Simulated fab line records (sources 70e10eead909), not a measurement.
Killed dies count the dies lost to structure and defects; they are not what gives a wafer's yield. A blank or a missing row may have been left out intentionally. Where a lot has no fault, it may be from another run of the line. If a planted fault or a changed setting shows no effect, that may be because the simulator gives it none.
Chamber matching    flow nand harc    cmp-01 running NHARC_P_CONTACT_CMP_24: 4 sister chambers
The step polishes, t overpolish 30 s, target thk 200 nm. 4 wafers are shown with their chamber, then 12 later ones without.

## WAFERS, EACH WITH ITS CHAMBER
wafer   chamber  motor current A (A)
L085.5  0        13.7
L086.5  3        11.6
L089.1  1        10.3
L089.5  2        12.9

## WAFERS WHOSE CHAMBER IS MISSING
wafer   motor current A (A)
L090.3  11.7
L090.4  12.8
L090.6  14.0
L092.2  12.7
L092.3  14.8
L092.5  10.0
L092.1  12.2
L092.4  10.4
L092.6  14.2
L095.2  11.6
L095.4  12.8
L095.5  9.8

## CHAMBER TAKEN BY EACH
wafer   from the rows above      in truth
L090.3  3                        3
L090.4  can't be placed: 2 or 0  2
L090.6  can't be placed: 0 or 2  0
L092.2  can't be placed: 2 or 0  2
L092.3  can't be placed: 0 or 2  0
L092.5  1                        1
L092.1  can't be placed: 3 or 2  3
L092.4  1                        1
L092.6  can't be placed: 0 or 2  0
L095.2  3                        3
L095.4  can't be placed: 2 or 0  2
L095.5  1                        1
Correctly placed: 5 of 12. Not placeable from these rows: 7 (in 7, the candidates include the true chamber). 0 placed wrongly.
How it was worked out, from the rows above alone: a wafer's distance from a chamber is the root of the sum, over the readings, of the square of ((its reading less the chamber's mean) divided by the reading's scatter). If the next closest chamber is less than 2 further off than the closest, the wafer can't be placed; otherwise it belongs to the closest. A chamber's mean is the mean of its shown wafers. The scatter: with one shown wafer a chamber, the root of the mean of the squares of how far each hidden wafer lies from its nearest shown one.
